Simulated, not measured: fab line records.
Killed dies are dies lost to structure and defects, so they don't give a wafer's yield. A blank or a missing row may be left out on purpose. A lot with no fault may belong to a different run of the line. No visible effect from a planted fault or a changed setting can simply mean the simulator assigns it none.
Comparing a struck lot with a sound one || flow n5_finfet || 15 out of 1938 route steps
Sound: wafers L734.1, L734.2, L734.5. Struck: wafer L738.3. (L738.1, L738.5 of the same lot were not struck and are left out.) The cause comes at the end.
Each step with rows lists, per side, the tool, then ch with its chambers, then its first start. Under that, the readings that differ: sound wafers || struck wafers || difference of the means || sigmas: that difference in standard deviations of wafers without a fault.
alike: readings whose means differ by less than 2 such deviations, and words and numbers that are the same on both sides. not compared: withheld readings, readings that some wafer has no value for, bounds like >300 that may hide the same value, and numbers for which the record gives no deviation and whose values overlap.
The two part at a step that has a row with sigmas, a row that says differs or no value, or rows on one side only. When numbers do not overlap yet have no deviation, they are printed without sigmas and do not part them. A reading missing from all wafers of one side parts the sides only when that side holds two or more wafers.

N5_BEOL_M8_TRENCH_ETCH_37: etches SiCOH lowk in C4F6/O2, target depth 93.478 nm, time 31.2 s.
  sound: rie_diel-05 ch 0,3; struck: rie_diel-01 ch 0
{"reading": "oes_product_au (a.u.)", "sound": "0.88 0.77 0.88", "struck": 0.67, "difference": -0.17, "sigmas": -2}
{"reading": "throttle_valve_pct (%)", "sound": "20.70 20.81 20.70", "struck": 21.13, "difference": "+0.39", "sigmas": "+2"}
  alike: drypump_motor_current_A, oes_f_703_au, rf_vpp_V, showerhead_plenum_p_Torr
  not compared: rf_hours_counter_h
N5_BEOL_M8_ETCH_41: etches SiCN in CH3F/O2, target depth 31.9 nm, time 57.8 s.
  sound: rie_diel-05 ch 0,3; struck: rie_diel-01 ch 0
{"reading": "oes_product_au (a.u.)", "sound": "0.88 0.76 0.88", "struck": 0.67, "difference": -0.17, "sigmas": -2}
{"reading": "throttle_valve_pct (%)", "sound": "16.07 16.23 16.05", "struck": 16.55, "difference": "+0.43", "sigmas": "+2"}
  alike: drypump_motor_current_A, rf_vpp_V, showerhead_plenum_p_Torr
  not compared: rf_hours_counter_h
then, 1 step without rows for these wafers: N5_BEOL_M8_STRIP_80 (strips in N2/H2, time 10 s).
N5_BEOL_M8_OCD_MEAS_38:
  struck on ocd-01, day 14 02:53; sound on ocd-02, day 12 06:44
  alike: trench_depth_nm
then, 4 steps without rows for these wafers: N5_BEOL_M8_HM_STRIP_39 (strips TiN in peroxide tin strip, target depth 25 nm, time 158 s); N5_BEOL_M8_SRD_40 (time 30 s); N5_BEOL_M8_PRECLEAN_42 (cleans in residue remover, time 60 s); N5_BEOL_M8_SRD_43 (time 30 s).
N5_BEOL_M8_CD_MEAS_35: the cd target is 40 nm.
  struck on cd_sem-02, day 14 03:03; sound on cd_sem-01, day 12 06:53
  alike: cd_nm
N5_BEOL_M8_CURE_75: cures SiCOH lowk, time 120 s.
  sound on uv_cure-02 ch 1, day 12 07:02; struck on uv_cure-02 ch 0, day 14 03:05
  alike: lamp_power_pct, wafer_temp_C_max
N5_BEOL_M8_DEGAS_44: time 60 s.
  struck on pvd_sputter-03, day 14 04:16; sound on pvd_sputter-01, day 12 07:22
  alike: heater_power_w
N5_BEOL_M8_PRE_CLEAN_45: time 30 s.
  struck on pvd_sputter-03, day 14 04:19; sound on pvd_sputter-01, day 12 07:25
  alike: heater_power_w
N5_BEOL_M8_ALD_77: deposits TaN, target thk 2 nm, pulse time 2 s, purge time 3 s.
  sound on ald_metal-02 ch 1,2,3, day 12 07:29; struck on ald_metal-03 ch 0, day 14 04:23
{"reading": "purge_time_s (s)", "sound": "3 3 3", "struck": 2.7776, "difference": -0.2224, "sigmas": ""}
  alike: heater_power_w
then, 1 step without rows for these wafers: N5_BEOL_M8_SURFACE_TREAT_79.
N5_PASSIVATION_PROBE_49:
  the record has rows for the sound wafers here (prober-01, day 15 01:04) and none for the struck ones

WHERE THEY PART
Last at N5_PASSIVATION_PROBE_49 as far as this record goes, first at N5_BEOL_M8_TRENCH_ETCH_37.

WHY: what had been put in by the simulator
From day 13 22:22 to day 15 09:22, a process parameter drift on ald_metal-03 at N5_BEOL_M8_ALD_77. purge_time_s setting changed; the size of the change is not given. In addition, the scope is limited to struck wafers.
